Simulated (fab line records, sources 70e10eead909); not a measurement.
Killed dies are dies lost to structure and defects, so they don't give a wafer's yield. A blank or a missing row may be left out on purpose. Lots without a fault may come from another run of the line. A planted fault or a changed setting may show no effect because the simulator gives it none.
Chamber matching | flow nand_harc | NHARC_A_CHANNEL_FILL_D2_ALD_14 on ald_hk-02: 4 sister chambers
The step deposits SiO2, target thk 2.5 nm, pulse time 10 s, ald cycles 25. 8 wafers are shown with their chamber, then 8 later ones without.

WAFERS WITH THEIR CHAMBER
wafer  | chamber | heater_power_w (W) | precursor_pulse_height_rel
L075.3 | 0       | 511                | 0.969
L083.5 | 1       | 497                | 1.012
L085.4 | 0       | 513                | 0.979
L085.6 | 2       | 540                | 1.000
L087.2 | 3       | 452                | 0.949
L087.4 | 1       | 498                | 0.966
L087.5 | 2       | 541                | 0.994
L093.2 | 3       | 444                | 1.040

WAFERS WITHOUT THEIR CHAMBER
wafer  | heater_power_w (W) | precursor_pulse_height_rel
L093.3 | 534                | 1.004
L093.4 | 493                | 1.032
L094.3 | 509                | 0.988
L094.5 | 458                | 0.965
L094.6 | 496                | 1.017
L095.1 | 512                | 0.983
L095.3 | 498                | 0.995
L095.4 | 543                | 1.001

WHICH CHAMBER EACH WENT THROUGH
wafer  | from the rows above | in truth
L093.3 | 2                   | 2
L093.4 | 1                   | 1
L094.3 | 0                   | 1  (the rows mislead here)
L094.5 | 3                   | 3
L094.6 | 1                   | 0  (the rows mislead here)
L095.1 | 0                   | 0
L095.3 | 1                   | 1
L095.4 | 2                   | 2
Placed correctly: 6 of 8. Can't be placed from these rows: 0. Placed wrongly: 2.
How it was worked out, from the rows above alone: a wafer's distance from a chamber is the root of the sum, over the readings, of the square of ((its reading less the chamber's mean) divided by the reading's scatter). The wafer belongs to the nearest chamber; if the next one is less than 2 further off, it can't be placed. A chamber's mean is the mean of its shown wafers. The scatter: the root of (the sum of the squares of (reading less its chamber's mean) over the shown wafers, divided by (wafers less chambers)).
